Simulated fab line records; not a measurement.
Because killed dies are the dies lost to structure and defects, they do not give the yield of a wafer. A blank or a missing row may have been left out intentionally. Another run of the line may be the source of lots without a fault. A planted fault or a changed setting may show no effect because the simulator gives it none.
What tool caused it? ; flow n5 finfet ; 9 lots, 24 wafers sampled, at 7 steps of a route of 1938

== WHAT THE GAUGES READ, wafer by wafer ==
N5_GATE_CUT_THK_MEAS_24.
lot;measured;on;GC_FILL_THK (nm)
L482;day 4 22:22;film metro-01;219.6 223.1 223.0
L484;day 5 09:37;film metro-01;217.5 220.0 220.1
L490;day 6 22:06;film metro-01;219.8 163.6
L491;day 7 06:25;film metro-02;218.1 163.6
L492;day 7 09:17;film metro-01;163.1 221.6
L495;day 8 08:15;film metro-01;221.6 220.4 218.5
L500;day 9 11:00;film metro-01;217.8 221.1 220.0
L501;day 9 18:29;film metro-02;216.1 218.4 218.6
L503;day 10 11:07;film metro-01;218.0 221.2 220.3

N5_BEOL_M4_RC_MEAS_101.
lot;measured;on;DIBL_N (mV/V);DIBL_P (mV/V);IOFF_N (nA/um);IOFF_P (nA/um);ION_N (uA/um);ION_P (uA/um);SS_N (mV/dec);SS_P (mV/dec);VT_N (mV);VT_P (mV)
L482;day 9 16:29;prober-02;36.4 36.8 36.7;35.8 35.7 36.5;0.157 0.157 0.165;0.223 0.233 0.243;676 671 671;466 466 465;71.5 72.5 71.3;73.6 73.6 72.3;249.7 250.3 249.1;-246.2 -248.6 -247.0
L484;day 11 01:32;prober-02;37.0 35.5 38.0;37.7 36.1 38.8;0.184 0.155 0.207;0.238 0.216 0.269;672 674 686;458 463 467;71.2 70.7 72.1;73.6 73.3 73.7;248.2 249.1 248.1;-247.7 -250.2 -247.6
L490;day 11 21:09;prober-01;36.1 35.7;36.4 36.0;0.159 0.151;0.195 0.183;678 675;462 460;71.8 71.8;74.0 74.0;249.0 249.8;-251.3 -251.0
L491;day 12 13:40;prober-02;37.0 37.1;35.8 35.2;0.146 0.149;0.185 0.183;669 657;450 453;71.9 72.6;73.0 73.0;253.8 251.9;-253.3 -252.8
L492;day 13 04:57;prober-02;35.4 35.5;36.6 36.1;0.155 0.155;0.226 0.220;673 673;468 474;71.3 71.1;72.8 73.2;249.3 248.9;-245.9 -246.5
L495;day 13 02:11;prober-02;34.1 34.2 35.2;36.2 35.8 37.2;0.146 0.150 0.167;0.232 0.226 0.251;675 678 679;464 467 472;71.5 71.9 71.5;73.3 72.9 73.6;248.4 248.1 248.2;-247.9 -248.5 -246.4
L500;day 13 14:58;prober-01;36.7 34.8 33.6;37.7 36.1 34.2;0.181 0.152 0.127;0.239 0.213 0.178;684 665 669;470 465 454;72.0 71.1 71.3;73.6 72.9 72.1;248.6 250.1 250.2;-250.1 -251.6 -253.0
L501;day 14 18:38;prober-02;37.6 36.4 37.9;38.1 35.8 37.0;0.177 0.153 0.177;0.246 0.205 0.225;681 682 677;469 470 460;72.0 71.1 71.4;74.1 73.5 74.0;250.7 251.7 248.0;-247.8 -250.6 -248.2
L503;day 14 11:42;prober-01;34.6 37.2 34.8;33.9 36.8 34.6;0.118 0.165 0.129;0.166 0.211 0.175;658 676 665;451 461 456;71.4 71.7 71.1;72.5 73.7 72.6;255.1 248.7 254.3;-253.8 -246.3 -252.8

== WHAT TOOL EACH LOT RAN ON (gives the tool, then ch and the chambers of the sampled wafers, and finally the start) ==
lot;N5_GATE_CUT_CMP_02;N5_GATE_CUT_HM_DEP_46;N5_GATE_CUT_HM_OPEN_40;N5_GATE_CUT_CUT_ETCH_55;N5_GATE_CUT_VAPOR_ETCH_49
L482;cmp-01 ch 1,2,3, day 4 18:43;pecvd-04 ch 0,1,2, day 4 18:58;rie diel-01 ch 0,1,3, day 4 19:48;rie metal-03 ch 0,1, day 4 20:09;rie metal-03 ch 0,1, day 4 20:14
L484;cmp-03 ch 0,3, day 5 05:59;pecvd-04 ch 0,1,2, day 5 06:19;rie diel-04 ch 0,1,3, day 5 06:57;rie metal-02 ch 0,1, day 5 07:18;rie metal-02 ch 0,1, day 5 07:23
L490;cmp-02 ch 0,2, day 6 18:41;pecvd-04 ch 0,2, day 6 19:01;rie diel-02 ch 0,3, day 6 19:38;rie metal-03 ch 0, day 6 19:59;rie metal-03 ch 0, day 6 20:05
L491;cmp-02 ch 0,2, day 7 03:01;pecvd-04 ch 0, day 7 03:18;rie diel-04 ch 0,2, day 7 03:57;rie metal-03 ch 0, day 7 04:17;rie metal-03 ch 0, day 7 04:23
L492;cmp-01 ch 2,3, day 7 05:20;pecvd-04 ch 0,2, day 7 05:38;rie diel-04 ch 1,3, day 7 06:49;rie metal-03 ch 0,1, day 7 07:10;rie metal-03 ch 0,1, day 7 07:16
L495;cmp-02 ch 0,2,3, day 8 04:51;pecvd-03 ch 0,1,2, day 8 05:08;rie diel-02 ch 0,1, day 8 05:46;rie metal-03 ch 0,1, day 8 06:08;rie metal-03 ch 0,1, day 8 06:13
L500;cmp-02 ch 1,2,3, day 9 07:32;pecvd-01 ch 0,1, day 9 07:47;rie diel-01 ch 1,3, day 9 08:29;rie metal-03 ch 0,1, day 9 08:50;rie metal-03 ch 0,1, day 9 08:56
L501;cmp-01 ch 0,2,3, day 9 15:02;pecvd-03 ch 0,1, day 9 15:22;rie diel-01 ch 0,1, day 9 16:01;rie metal-01 ch 0,1, day 9 16:22;rie metal-01 ch 0,1, day 9 16:28
L503;cmp-03 ch 0,2,3, day 10 07:35;pecvd-01 ch 0,1,2, day 10 07:52;rie diel-04 ch 0,2, day 10 08:37;rie metal-03 ch 0,1, day 10 08:58;rie metal-03 ch 0,1, day 10 09:04
- N5_GATE_CUT_CMP_02: polishes, stops on SiO2, t overpolish 12.7 s, target thk 0 nm.
- N5_GATE_CUT_HM_DEP_46: deposits SiO2 from TEOS/O2, target thk 130 nm, time 26.6 s.
- N5_GATE_CUT_HM_OPEN_40: chemistry C4F6/O2, target SiO2, target depth 139 nm, time 85.1 s.
- N5_GATE_CUT_CUT_ETCH_55: etches HfO2 in BCl3, target depth 3.2 nm.
- N5_GATE_CUT_VAPOR_ETCH_49: etches TiAlC in BCl3/Cl2.

== WHAT THE TOOLS THEMSELVES READ (means of the sampled wafers that have a number; where no wafer has one, the mark that the record gives instead) ==
N5_GATE_CUT_CMP_02.
lot;tool;motor current A (A);overpolish run s (s);time to endpoint s (s)
L482;cmp-01;9.4;12.714;27.3
L484;cmp-03;9.0;12.698;26.5
L490;cmp-02;9.1;12.691;25.7
L491;cmp-02;9.1;12.694;26.0
L492;cmp-01;9.3;12.710;28.6
L495;cmp-02;8.9;12.701;27.9
L500;cmp-02;8.7;12.707;27.6
L501;cmp-01;9.1;12.695;25.5
L503;cmp-03;9.7;12.703;25.8

N5_GATE_CUT_HM_DEP_46.
lot;tool;heater power w (W);showerhead plenum p Torr (Torr);throttle valve pct (%)
L482;pecvd-04;606;8.32;17.7
L484;pecvd-04;610;8.32;17.7
L490;pecvd-04;580;8.35;17.4
L491;pecvd-04;685;8.32;18.4
L492;pecvd-04;606;8.36;17.5
L495;pecvd-03;595;8.31;19.5
L500;pecvd-01;533;8.30;20.1
L501;pecvd-03;624;8.32;19.3
L503;pecvd-01;602;8.36;19.2

N5_GATE_CUT_HM_OPEN_40.
lot;tool;bias w (W);drypump motor current A (A);etch rf on time s (s);oes product au (a.u.);rf vpp V (V);showerhead plenum p Torr (Torr);throttle valve pct (%)
L482;rie diel-01;184.7;5.8;96.3;0.65;664;2.87;21.14
L484;rie diel-04;185.5;5.6;92.6;0.74;665;2.77;20.86
L490;rie diel-02;184.8;5.8;72.7;0.82;672;2.90;20.80
L491;rie diel-04;185.7;5.5;72.8;0.70;668;2.85;20.91
L492;rie diel-04;184.8;6.0;73.6;0.71;666;2.75;20.81
L495;rie diel-02;185.0;5.1;94.3;0.84;670;2.84;20.84
L500;rie diel-01;184.5;5.7;93.7;0.77;667;2.99;21.05
L501;rie diel-01;185.5;5.9;93.7;0.77;664;3.00;21.04
L503;rie diel-04;185.4;5.7;93.6;0.66;669;2.87;20.95

N5_GATE_CUT_CUT_ETCH_55.
lot;tool;bias w (W);drypump motor current A (A);oes product au (a.u.);throttle valve pct (%)
L482;rie metal-03;18.00;5.65;0.86;33.3
L484;rie metal-02;17.96;5.57;0.71;32.7
L490;rie metal-03;17.96;6.07;0.91;33.0
L491;rie metal-03;18.00;6.03;0.91;33.0
L492;rie metal-03;17.99;5.74;0.85;33.2
L495;rie metal-03;17.91;5.86;0.86;33.1
L500;rie metal-03;18.01;5.64;0.82;33.3
L501;rie metal-01;18.00;6.07;0.64;33.0
L503;rie metal-03;18.02;5.64;0.82;33.3

N5_GATE_CUT_VAPOR_ETCH_49.
lot;tool;drypump motor current A (A);oes product au (a.u.)
L482;rie metal-03;5.63;0.86
L484;rie metal-02;5.57;0.70
L490;rie metal-03;6.00;0.91
L491;rie metal-03;6.01;0.91
L492;rie metal-03;5.73;0.85
L495;rie metal-03;5.84;0.86
L500;rie metal-03;5.67;0.82
L501;rie metal-01;6.07;0.64
L503;rie metal-03;5.63;0.81

== THE ANSWER, worked out from the rows above alone ==
Rule: the usual values come from the lots themselves. Put in order of their means at a reading, lots are off if they are a third of the lots or fewer, leave a main group of 4 or more, and stand apart from it by a gap of 3 or more times the standard deviation of the main group's means; of several such gaps the widest counts. If all means in a main group match to the digits the tables above print for the reading, that group is not used. A lot without any number at a reading at which 4 lots or more have one is off too. Where the step has rows for the other lots, those lots are counted as sound. Order of review: gauges by route order, followed by the tools' own readings, for which a lot's mean as printed above is used. The first step at which some lot is off is used, and at that step the reading that is off furthest; a lot without a number counts as furthest.
Off: L490, L491, L492, at N5_GATE_CUT_THK_MEAS_24 (GC_FILL_THK). The main group: mean 219.7 nm, standard deviation 1.2.
A tool fits if, at a process step before that reading, it ran every lot that is off, and no sound lot after the first of them. Not tried: the gauges at N5_GATE_CUT_THK_MEAS_24; whatever is off there is also off at N5_GATE_CUT_HM_OPEN_40, on other tools, and gauge error can't account for it. One candidate fits, namely pecvd-04 at N5_GATE_CUT_HM_DEP_46. A fault onset in the window from L484 (day 5 06:19, its last sound lot) to L490 (day 6 19:01, its first lot off) fits.

== WHAT WAS PUT IN BY THE SIMULATOR ==
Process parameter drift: pecvd-04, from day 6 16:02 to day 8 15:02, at N5_GATE_CUT_HM_DEP_46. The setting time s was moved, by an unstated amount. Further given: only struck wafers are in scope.
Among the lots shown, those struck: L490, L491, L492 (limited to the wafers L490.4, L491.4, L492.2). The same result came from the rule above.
